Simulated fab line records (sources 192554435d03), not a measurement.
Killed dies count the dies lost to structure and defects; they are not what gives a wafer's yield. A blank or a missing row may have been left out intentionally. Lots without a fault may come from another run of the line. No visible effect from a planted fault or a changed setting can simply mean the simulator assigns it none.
fab line records ; flow n5-finfet ; part 1 of 2: steps 1 to 4 of 6
[record] lots = 24; wafers = 72; last-day = 22
route steps=1938 shown MOL_CONTACT_COAG@602 BEOL_M0_SAQP@668
lots untouched by any fault: they come from a run of this same line in which no faults occurred
start-h: start of the lot's first displayed wafer, in hours after the record's first day ; wait-h: hours since the lot's step before ; " the same as in the row above ; L1.1+2: a single row standing in for several wafers ; - no value present, or no start provided ; * or withheld: withheld ; < > ~ a bound
route shown NAME@n: names a module that has steps shown in the file, with the first one's number in the route ; usual: mean and standard deviation over wafers with no fault ; same: alike in all rows ; chamber/n: place in a boat ; sites: per-site readings ; _std_site: the standard deviation of these ; _edge_site: the outer-site mean with the inner-site mean subtracted ; radius-mm: how far each site lies from the wafer's centre ; mask NAME#n: copy n ; behind: the tool/chamber that last shaped the wafer ; hold: cause of the lot's hold/its duration in hours/its outcome ; device: the n, p or np transistor that did not switch ; end of line: at the end of the route, the tests of the same wafers ; a step without rows: its recipe alone ; killed: count of dies lost to structure and defects at first sort (not the wafer's yield) ; map: a wafer's dies, marking killed ones x, the rest . and places with no die _
set.NAME: setting as actually run; set.NAME@STEP: the setting as run at that earlier step ; model.NAME: the simulator's own value behind a step, which no gauge read
one table for each step of the route and one row for each wafer, over a sample of lots
services: a tool's chamber out of use, with start hour (start-h, from the record's first day; less than 0 if before it), hours out, and reason
[[steps]]
[step N5_MOL_CONTACT_COAG_CD_MEAS_40]
[recipe] target-cd-nm = 25.1; landing-energy-ev = 500; detector = se-inlens; polarity = opening
[usual] cd-nm = 25.10/0.24
[same] landing-energy-ev = 500
lot.wafer;tool;chamber;start-h;wait-h;cd-nm
L074.1;cd-sem-03;0;101.58;-;24.88
L074.3;cd-sem-03;0;101.58;-;25.03
L074.5;cd-sem-03;0;101.58;-;24.89
L075.2;cd-sem-03;0;110.78;-;24.92
L075.4;cd-sem-03;0;110.78;-;25.35
L075.5;cd-sem-03;0;110.78;-;25.12
L076.4;cd-sem-03;0;114.23;-;25.28
L076.5;cd-sem-03;0;114.23;-;24.89
L076.6;cd-sem-03;0;114.23;-;24.95
L077.1;cd-sem-03;0;117.89;-;25.50
L077.4;cd-sem-03;0;117.89;-;25.13
L077.6;cd-sem-03;0;117.89;-;25.27
L078.4;cd-sem-01;0;122.94;-;24.78
L078.5;cd-sem-01;0;122.94;-;24.85
L078.6;cd-sem-01;0;122.94;-;24.89
L079.1;cd-sem-02;0;132.37;-;24.79
L079.3;cd-sem-02;0;132.37;-;24.85
L079.4;cd-sem-02;0;132.37;-;25.40
L080.3;cd-sem-01;0;135.09;-;24.71
L080.4;cd-sem-01;0;135.09;-;25.39
L080.5;cd-sem-01;0;135.09;-;25.24
L081.1;cd-sem-01;0;141.09;-;25.19
L081.2;cd-sem-01;0;141.09;-;24.81
L081.4;cd-sem-01;0;141.09;-;24.99
L082.1;cd-sem-02;0;148.41;-;25.26
L082.3;cd-sem-02;0;148.41;-;25.17
L082.6;cd-sem-02;0;148.41;-;24.80
L083.2;cd-sem-03;0;160.19;-;25.24
L083.3;cd-sem-03;0;160.19;-;24.90
L083.4;cd-sem-03;0;160.19;-;25.29
L084.4;cd-sem-03;0;160.71;-;24.98
L084.5;cd-sem-03;0;160.71;-;25.39
L084.6;cd-sem-03;0;160.71;-;25.25
L085.1;cd-sem-01;0;167.40;-;25.02
L085.2;cd-sem-01;0;167.40;-;25.20
L085.6;cd-sem-01;0;167.40;-;25.18
L086.3;cd-sem-03;0;172.77;-;24.86
L086.5;cd-sem-03;0;172.77;-;25.02
L086.6;cd-sem-03;0;172.77;-;24.74
L087.2;cd-sem-03;0;180.65;-;25.15
L087.4;cd-sem-03;0;180.65;-;25.19
L087.6;cd-sem-03;0;180.65;-;25.14
L088.2;cd-sem-02;0;182.42;-;25.44
L088.5;cd-sem-02;0;182.42;-;25.16
L088.6;cd-sem-02;0;182.42;-;25.10
L089.1;cd-sem-02;0;189.48;-;25.06
L089.2;cd-sem-02;0;189.48;-;24.76
L089.3;cd-sem-02;0;189.48;-;25.04
L090.3;cd-sem-01;0;196.30;-;24.89
L090.5;cd-sem-01;0;196.30;-;24.45
L090.6;cd-sem-01;0;196.30;-;24.76
L091.1;cd-sem-03;0;201.14;-;25.43
L091.2;cd-sem-03;0;201.14;-;25.37
L091.3;cd-sem-03;0;201.14;-;25.17
L092.1;cd-sem-02;0;209.02;-;25.44
L092.2;cd-sem-02;0;209.02;-;25.30
L092.5;cd-sem-02;0;209.02;-;25.01
L093.1;cd-sem-02;0;212.27;-;25.19
L093.4;cd-sem-02;0;212.27;-;25.06
L093.5;cd-sem-02;0;212.27;-;24.96
L094.1;cd-sem-01;0;217.36;-;25.16
L094.5;cd-sem-01;0;217.36;-;25.62
L094.6;cd-sem-01;0;217.36;-;25.17
L095.4;cd-sem-03;0;224.16;-;25.05
L095.5;cd-sem-03;0;224.16;-;25.40
L095.6;cd-sem-03;0;224.16;-;24.74
L096.3;cd-sem-03;0;231.10;-;25.26
L096.4;cd-sem-03;0;231.10;-;25.29
L096.6;cd-sem-03;0;231.10;-;25.24
L097.3;cd-sem-01;0;242.48;-;25.44
L097.4;cd-sem-01;0;242.48;-;24.90
L097.5;cd-sem-01;0;242.48;-;25.04
[step N5_MOL_CONTACT_COAG_ETCH_48]
[recipe] chemistry = C4F6/O2; target-depth-a = 150; overetch-a = 45; mask-material = SOC; target = SiOC; bias-w = 465; pressure-mtorr = 10; time-s = 17; source-w = 335; Ar_flow_sccm = 300; C4F6_flow_sccm = 10; O2_flow_sccm = 10; ion-energy-ev = 576
[usual] bias-w = 465.1/1.4; drypump-motor-current-A = 5.8/0.41; oes-product-au = 0.66/0.081; rf-vpp-V = 1589/16; showerhead-plenum-p-Torr = 2.88/0.1; throttle-valve-pct = 40.66/0.15
lot.wafer;tool;chamber;start-h;wait-h;bias-w;drypump-motor-current-A;oes-product-au;rf-hours-counter-h;rf-vpp-V;showerhead-plenum-p-Torr;throttle-valve-pct
L074.1;rie-diel-05;2;102.52;0.0;466.7;5.7;0.60;196;1572;2.93;40.88
L074.3;rie-diel-05;1;102.52;0.0;464.8;5.4;0.58;229;1563;2.70;40.59
L074.5;rie-diel-05;3;102.52;0.0;463.6;6.6;0.63;-;1585;2.95;40.60
L075.2;rie-diel-02;2;111.65;0.0;466.9;5.6;0.71;73;1612;2.98;40.82
L075.4;rie-diel-02;1;111.65;0.0;465.4;5.8;0.64;142;1589;2.96;40.41
L075.5;rie-diel-02;1;111.65;0.0;467.4;5.7;0.62;-;1587;2.96;40.41
L076.4;rie-diel-04;3;114.97;0.0;464.5;5.1;0.61;211;1594;2.92;40.65
L076.5;rie-diel-04;0;114.97;0.0;464.4;6.1;0.60;-;1579;2.69;40.45
L076.6;rie-diel-04;1;114.97;0.0;466.8;5.6;0.76;-;1588;2.78;40.75
L077.1;rie-diel-02;0;118.56;0.0;464.0;5.6;0.64;174;1595;2.73;40.61
L077.4;rie-diel-02;1;118.56;0.0;462.8;5.7;0.64;145;1587;2.95;40.41
L077.6;rie-diel-02;3;118.56;0.0;468.2;5.6;0.68;-;1582;2.74;40.77
L078.4;rie-diel-05;2;123.76;0.0;468.5;5.7;0.59;-;1571;2.93;40.87
L078.5;rie-diel-05;3;123.76;0.0;465.4;6.6;0.60;-;1585;2.95;40.60
L078.6;rie-diel-05;1;123.76;0.0;461.2;5.4;0.56;-;1562;2.70;40.60
L079.1;rie-diel-05;2;133.03;0.0;465.0;5.8;0.60;209;1573;2.93;40.87
L079.3;rie-diel-05;1;133.03;0.0;464.0;5.4;0.55;240;1562;2.70;40.59
L079.4;rie-diel-05;3;133.03;0.0;466.9;6.6;0.63;-;1585;2.94;40.61
L080.3;rie-diel-05;2;135.76;0.0;462.5;5.8;0.61;210;1572;2.93;40.89
L080.4;rie-diel-05;3;135.76;0.0;465.8;6.6;0.64;-;1584;2.94;40.62
L080.5;rie-diel-05;1;135.76;0.0;466.8;5.4;0.58;-;1563;2.70;40.60
L081.1;rie-diel-02;1;141.83;0.0;462.8;5.8;0.62;153;1587;2.95;40.40
L081.2;rie-diel-02;2;141.83;0.0;466.4;5.6;0.66;84;1611;2.98;40.81
L081.4;rie-diel-02;0;141.83;0.0;465.6;5.6;0.58;182;1595;2.72;40.60
L082.1;rie-diel-02;3;149.07;0.0;465.6;5.6;0.61;135;1583;2.74;40.74
L082.3;rie-diel-02;0;149.07;0.0;466.1;5.6;0.60;184;1597;2.72;40.61
L082.6;rie-diel-02;1;149.07;0.0;465.6;5.8;0.57;-;1587;2.95;40.37
L083.2;rie-diel-05;0;161.03;0.0;463.1;6.3;0.83;9;1624;2.89;40.61
L083.3;rie-diel-05;3;161.03;0.0;462.5;6.6;0.60;185;1583;2.94;40.62
L083.4;rie-diel-05;2;161.03;0.0;465.3;5.8;0.61;-;1573;2.92;40.89
L084.4;rie-diel-02;3;161.58;0.0;463.7;5.6;0.66;140;1582;2.73;40.79
L084.5;rie-diel-02;1;161.58;0.0;466.8;5.8;0.62;-;1587;2.95;40.43
L084.6;rie-diel-02;0;161.58;0.0;464.1;5.6;0.62;-;1596;2.72;40.62
L085.1;rie-diel-02;0;168.07;0.0;463.8;5.6;0.61;187;1596;2.72;40.63
L085.2;rie-diel-02;3;168.07;0.0;464.9;5.6;0.64;141;1582;2.73;40.78
L085.6;rie-diel-02;1;168.07;0.0;465.1;5.8;0.62;-;1587;2.95;40.42
L086.3;rie-diel-04;1;174.36;0.0;462.1;5.5;0.79;40;1588;2.77;40.79
L086.5;rie-diel-04;1;174.36;0.0;464.0;5.6;0.75;-;1587;2.77;40.79
L086.6;rie-diel-04;3;174.36;0.0;464.4;5.1;0.60;-;1595;2.91;40.65
L087.2;rie-diel-02;2;181.55;0.0;466.3;5.7;0.65;98;1612;2.97;40.80
L087.4;rie-diel-02;1;181.55;0.0;467.7;5.8;0.58;168;1586;2.94;40.42
L087.6;rie-diel-02;0;181.55;0.0;463.9;5.6;0.58;-;1595;2.72;40.62
L088.2;rie-diel-05;0;183.84;0.0;466.8;6.3;0.80;18;1624;2.89;40.61
L088.5;rie-diel-05;1;183.84;0.0;463.5;5.4;0.85;-;1587;3.03;40.46
L088.6;rie-diel-05;0;183.84;0.0;467.1;6.3;0.76;-;1625;2.89;40.62
L089.1;rie-diel-04;3;190.14;0.0;465.4;5.1;0.59;240;1594;2.90;40.66
L089.2;rie-diel-04;2;190.14;0.0;462.5;5.2;0.57;216;1576;2.81;40.72
L089.3;rie-diel-04;1;190.14;0.0;465.3;5.6;0.75;46;1587;2.77;40.77
L090.3;rie-diel-04;2;196.97;0.0;466.1;5.2;0.61;219;1576;2.81;40.74
L090.5;rie-diel-04;2;196.97;0.0;464.7;5.2;0.59;-;1576;2.81;40.73
L090.6;rie-diel-04;1;196.97;0.0;465.2;5.6;0.74;-;1587;2.77;40.77
L091.1;rie-diel-05;1;201.87;0.0;465.7;5.4;0.82;8;1587;3.03;40.43
L091.2;rie-diel-05;0;201.87;0.0;465.7;6.3;0.77;24;1624;2.89;40.61
L091.3;rie-diel-05;2;201.87;0.0;462.6;5.8;0.55;231;1572;2.92;40.86
L092.1;rie-diel-02;2;210.05;0.0;466.5;5.6;0.66;107;1611;2.97;40.82
L092.2;rie-diel-02;1;210.05;0.0;465.6;5.8;0.60;177;1586;2.94;40.42
L092.5;rie-diel-02;3;210.05;0.0;464.4;5.6;0.64;-;1580;2.73;40.79
L093.1;rie-diel-05;1;213.18;0.0;464.5;5.4;0.83;13;1588;3.03;40.47
L093.4;rie-diel-05;3;213.18;0.0;464.0;6.6;0.61;203;1583;2.93;40.61
L093.5;rie-diel-05;2;213.18;0.0;465.3;5.7;0.59;-;1572;2.92;40.89
L094.1;rie-diel-05;3;218.02;0.0;463.9;6.6;0.60;205;1581;2.93;40.64
L094.5;rie-diel-05;0;218.02;0.0;464.0;6.3;0.82;-;1623;2.89;40.65
L094.6;rie-diel-05;1;218.02;0.0;467.4;5.4;0.80;-;1588;3.03;40.45
L095.4;rie-diel-05;0;226.49;0.0;465.3;6.3;0.76;34;1623;2.88;40.63
L095.5;rie-diel-05;3;226.49;0.0;465.2;6.6;0.62;-;1584;2.93;40.64
L095.6;rie-diel-05;0;226.49;0.0;466.3;6.3;0.80;-;1623;2.88;40.64
L096.3;rie-diel-04;1;232.37;0.0;464.1;5.6;0.74;62;1586;2.76;40.81
L096.4;rie-diel-04;3;232.37;0.0;463.6;5.1;0.82;2;1593;2.90;40.50
L096.6;rie-diel-04;3;232.37;0.0;462.6;5.1;0.87;-;1594;2.90;40.51
L097.3;rie-diel-02;1;243.23;0.0;465.1;5.8;0.64;187;1584;2.94;40.47
L097.4;rie-diel-02;2;243.23;0.0;465.7;5.7;0.67;117;1610;2.96;40.85
L097.5;rie-diel-02;1;243.23;0.0;463.2;5.8;0.65;-;1585;2.93;40.45
[step N5_MOL_CONTACT_COAG_CD_MEAS_101]
[recipe] target-cd-nm = 16
[usual] cd-nm = 15.98/0.25
lot.wafer;tool;chamber;start-h;wait-h;cd-nm
L074.1;cd-sem-03;-;102.80;0.0;15.98
L074.3;cd-sem-03;-;102.80;0.0;15.94
L074.5;cd-sem-03;-;102.80;0.0;15.99
L075.2;cd-sem-02;-;111.93;0.0;16.45
L075.4;cd-sem-02;-;111.93;0.0;15.92
L075.5;cd-sem-02;-;111.93;0.0;16.25
L076.4;cd-sem-01;-;115.26;0.0;15.82
L076.5;cd-sem-01;-;115.26;0.0;15.90
L076.6;cd-sem-01;-;115.26;0.0;16.01
L077.1;cd-sem-03;-;118.85;0.0;15.77
L077.4;cd-sem-03;-;118.85;0.0;15.88
L077.6;cd-sem-03;-;118.85;0.0;15.60
L078.4;cd-sem-02;-;124.06;0.0;16.24
L078.5;cd-sem-02;-;124.06;0.0;15.68
L078.6;cd-sem-02;-;124.06;0.0;16.10
L079.1;cd-sem-03;-;133.32;0.0;15.71
L079.3;cd-sem-03;-;133.32;0.0;16.11
L079.4;cd-sem-03;-;133.32;0.0;16.36
L080.3;cd-sem-01;-;136.05;0.0;15.77
L080.4;cd-sem-01;-;136.05;0.0;15.83
L080.5;cd-sem-01;-;136.05;0.0;16.09
L081.1;cd-sem-01;-;142.12;0.0;15.67
L081.2;cd-sem-01;-;142.12;0.0;15.79
L081.4;cd-sem-01;-;142.12;0.0;15.45
L082.1;cd-sem-02;-;149.36;0.0;16.21
L082.3;cd-sem-02;-;149.36;0.0;15.83
L082.6;cd-sem-02;-;149.36;0.0;15.68
L083.2;cd-sem-02;-;161.48;0.0;15.57
L083.3;cd-sem-02;-;161.48;0.0;15.53
L083.4;cd-sem-02;-;161.48;0.0;15.89
L084.4;cd-sem-01;-;161.92;0.0;15.95
L084.5;cd-sem-01;-;161.92;0.0;16.29
L084.6;cd-sem-01;-;161.92;0.0;15.90
L085.1;cd-sem-01;-;168.36;0.0;15.62
L085.2;cd-sem-01;-;168.36;0.0;15.78
L085.6;cd-sem-01;-;168.36;0.0;16.22
L086.3;cd-sem-02;-;174.64;0.0;16.08
L086.5;cd-sem-02;-;174.64;0.0;16.09
L086.6;cd-sem-02;-;174.64;0.0;15.95
L087.2;cd-sem-03;-;181.84;0.0;15.62
L087.4;cd-sem-03;-;181.84;0.0;16.10
L087.6;cd-sem-03;-;181.84;0.0;15.80
L088.2;cd-sem-02;-;184.12;0.0;16.25
L088.5;cd-sem-02;-;184.12;0.0;16.22
L088.6;cd-sem-02;-;184.12;0.0;15.75
L089.1;cd-sem-02;-;190.43;0.0;16.21
L089.2;cd-sem-02;-;190.43;0.0;16.34
L089.3;cd-sem-02;-;190.43;0.0;16.46
L090.3;cd-sem-01;-;197.26;0.0;15.99
L090.5;cd-sem-01;-;197.26;0.0;15.96
L090.6;cd-sem-01;-;197.26;0.0;15.96
L091.1;cd-sem-01;-;202.15;0.0;16.15
L091.2;cd-sem-01;-;202.15;0.0;16.00
L091.3;cd-sem-01;-;202.15;0.0;15.79
L092.1;cd-sem-02;-;210.33;0.0;16.10
L092.2;cd-sem-02;-;210.33;0.0;16.22
L092.5;cd-sem-02;-;210.33;0.0;15.95
L093.1;cd-sem-02;-;213.46;0.0;16.04
L093.4;cd-sem-02;-;213.46;0.0;15.68
L093.5;cd-sem-02;-;213.46;0.0;16.34
L094.1;cd-sem-02;-;218.31;0.0;16.35
L094.5;cd-sem-02;-;218.31;0.0;16.25
L094.6;cd-sem-02;-;218.31;0.0;16.20
L095.4;cd-sem-02;-;226.77;0.0;15.73
L095.5;cd-sem-02;-;226.77;0.0;16.20
L095.6;cd-sem-02;-;226.77;0.0;16.13
L096.3;cd-sem-02;-;232.66;0.0;16.56
L096.4;cd-sem-02;-;232.66;0.0;16.07
L096.6;cd-sem-02;-;232.66;0.0;16.30
L097.3;cd-sem-01;-;243.52;0.0;16.22
L097.4;cd-sem-01;-;243.52;0.0;16.67
L097.5;cd-sem-01;-;243.52;0.0;16.35
[step N5_BEOL_M0_SAQP_ETCH_102]
[recipe] chemistry = CF4; target = SiO2; target-depth-a = 40; ion-energy-ev = 350; time-s = 4.4; pressure-mtorr = 10; icp-w = 800; bias-w = 400; cf4-flow-sccm = 80
[usual] bias-w = 400.0/1.2; drypump-motor-current-A = 5.7/0.41; he-backside-leak-sccm = 2.74/0.29; oes-product-au = 1.002/0.02; throttle-valve-pct = 21.64/0.16
lot.wafer;tool;chamber;start-h;wait-h;bias-w;drypump-motor-current-A;he-backside-leak-sccm;oes-product-au;rf-hours-counter-h;throttle-valve-pct
L074.1;rie-si-06;2;112.35;0.1;399.8;6.1;2.83;0.978;88;21.36
L074.3;rie-si-06;1;112.35;0.1;399.3;6.1;2.89;0.983;50;21.67
L074.5;rie-si-06;2;112.35;0.1;398.8;6.1;2.91;0.983;-;21.37
L075.2;rie-si-02;0;119.70;0.1;399.5;5.7;2.52;1.011;99;21.80
L075.4;rie-si-02;3;119.70;0.1;398.8;4.9;2.31;1.008;27;21.71
L075.5;rie-si-02;2;119.70;0.1;400.5;5.9;2.84;1.012;-;21.53
L076.4;rie-si-06;0;125.30;0.0;400.7;5.6;2.48;0.988;61;21.88
L076.5;rie-si-06;1;125.30;0.0;399.3;6.1;3.00;0.986;-;21.65
L076.6;rie-si-06;0;125.30;0.0;401.0;5.6;2.72;0.992;-;21.88
L077.1;rie-si-04;0;126.91;0.1;399.1;5.3;2.45;1.010;9;21.49
L077.4;rie-si-04;1;126.91;0.1;401.0;6.1;2.96;1.005;114;21.38
L077.6;rie-si-04;0;126.91;0.1;400.5;5.3;2.68;1.001;-;21.48
L078.4;rie-si-02;0;131.21;0.0;400.2;5.7;2.58;1.006;99;21.81
L078.5;rie-si-02;1;131.21;0.0;400.5;5.4;2.90;1.037;-;21.56
L078.6;rie-si-02;0;131.21;0.0;399.9;5.8;2.44;1.019;-;21.80
L079.1;rie-si-04;0;141.78;0.1;400.6;5.3;2.55;1.003;9;21.48
L079.3;rie-si-04;2;141.78;0.1;399.9;5.0;2.45;1.027;83;21.64
L079.4;rie-si-04;1;141.78;0.1;400.6;6.1;3.03;1.018;115;21.38
L080.3;rie-si-02;0;145.69;0.1;400.5;5.8;2.41;1.010;99;21.82
L080.4;rie-si-02;3;145.69;0.1;398.0;4.8;2.38;0.994;28;21.72
L080.5;rie-si-02;3;145.69;0.1;399.4;4.9;2.32;0.998;-;21.72
L081.1;rie-si-06;0;150.09;0.1;398.8;5.6;2.61;0.975;62;21.86
L081.2;rie-si-06;1;150.09;0.1;399.4;6.1;2.93;0.986;51;21.64
L081.4;rie-si-06;2;150.09;0.1;399.2;6.2;2.91;0.978;89;21.36
L082.1;rie-si-02;0;157.71;0.1;401.0;5.7;2.66;1.022;100;21.83
L082.3;rie-si-02;2;157.71;0.1;401.2;5.9;2.75;1.024;171;21.54
L082.6;rie-si-02;2;157.71;0.1;398.5;6.0;2.71;1.037;-;21.53
L083.2;rie-si-06;0;168.81;0.1;398.6;5.6;2.36;0.980;62;21.88
L083.3;rie-si-06;3;168.81;0.1;398.4;5.9;2.66;1.004;135;21.79
L083.4;rie-si-06;2;168.81;0.1;402.7;6.1;2.86;0.980;89;21.37
L084.4;rie-si-02;2;172.65;0.1;400.3;5.9;2.98;1.014;172;21.54
L084.5;rie-si-02;0;172.65;0.1;400.1;5.8;2.64;1.008;-;21.80
L084.6;rie-si-02;1;172.65;0.1;401.5;5.4;3.25;1.032;-;21.56
L085.1;rie-si-02;2;177.33;0.1;400.5;6.0;2.78;1.006;172;21.53
L085.2;rie-si-02;0;177.33;0.1;400.8;5.7;2.61;1.016;100;21.82
L085.6;rie-si-02;2;177.33;0.1;399.5;5.9;2.72;1.013;-;21.56
L086.3;rie-si-02;0;182.32;0.1;399.7;5.7;2.50;1.020;100;21.82
L086.5;rie-si-02;1;182.32;0.1;399.5;5.4;3.04;1.042;-;21.57
L086.6;rie-si-02;2;182.32;0.1;399.8;5.9;2.79;1.020;-;21.54
L087.2;rie-si-06;3;189.84;0.1;402.5;5.9;2.51;1.007;136;21.78
L087.4;rie-si-06;1;189.84;0.1;398.4;6.1;2.87;0.983;-;21.65
L087.6;rie-si-06;2;189.84;0.1;400.3;6.1;2.81;0.975;-;21.36
L088.2;rie-si-04;2;193.29;0.1;398.3;5.0;2.63;1.028;84;21.66
L088.5;rie-si-04;2;193.29;0.1;400.0;5.0;2.61;1.043;-;21.65
L088.6;rie-si-04;1;193.29;0.1;399.2;6.2;3.07;1.022;-;21.38
L089.1;rie-si-06;1;199.50;0.1;400.1;6.1;3.03;0.977;52;21.65
L089.2;rie-si-06;2;199.50;0.1;401.3;6.1;2.78;0.972;89;21.37
L089.3;rie-si-06;3;199.50;0.1;400.2;5.9;2.55;1.008;136;21.78
L090.3;rie-si-06;1;205.88;0.1;399.9;6.1;2.80;0.973;52;21.65
L090.5;rie-si-06;1;205.88;0.1;401.0;6.1;2.80;0.972;-;21.67
L090.6;rie-si-06;0;205.88;0.1;401.8;5.6;2.36;0.982;-;21.86
L091.1;rie-si-04;2;211.15;0.1;400.0;5.0;2.43;1.034;85;21.65
L091.2;rie-si-04;3;211.15;0.1;402.1;5.3;3.28;0.978;169;21.72
L091.3;rie-si-04;0;211.15;0.1;401.4;5.3;2.54;1.019;10;21.49
L092.1;rie-si-06;2;218.46;0.1;398.4;6.2;2.91;0.979;90;21.36
L092.2;rie-si-06;1;218.46;0.1;399.1;6.1;2.91;0.982;52;21.66
L092.5;rie-si-06;0;218.46;0.1;397.6;5.6;2.47;0.975;-;21.87
L093.1;rie-si-02;1;220.77;0.1;400.5;5.4;2.92;1.035;38;21.56
L093.4;rie-si-02;2;220.77;0.1;399.4;5.9;2.80;1.000;173;21.53
L093.5;rie-si-02;2;220.77;0.1;400.2;5.9;2.80;1.014;-;21.54
L094.1;rie-si-04;0;225.48;0.1;399.8;5.3;2.63;1.018;11;21.49
L094.5;rie-si-04;3;225.48;0.1;397.8;5.3;3.04;0.976;-;21.71
L094.6;rie-si-04;0;225.48;0.1;398.4;5.3;2.67;1.013;-;21.49
L095.4;rie-si-06;2;233.53;0.1;399.5;6.1;2.79;0.982;90;21.38
L095.5;rie-si-06;2;233.53;0.1;398.7;6.1;2.81;0.984;-;21.35
L095.6;rie-si-06;3;233.53;0.1;399.9;5.9;2.72;1.005;-;21.77
L096.3;rie-si-02;2;241.89;0.1;401.0;5.9;2.81;1.006;173;21.54
L096.4;rie-si-02;0;241.89;0.1;401.1;5.7;2.45;1.011;101;21.80
L096.6;rie-si-02;2;241.89;0.1;402.6;5.9;2.67;1.020;-;21.54
L097.3;rie-si-06;0;252.21;0.1;401.8;5.6;2.42;0.969;63;21.89
L097.4;rie-si-06;1;252.21;0.1;400.8;6.1;2.87;0.979;53;21.65
L097.5;rie-si-06;0;252.21;0.1;399.3;5.6;2.54;0.978;-;21.88
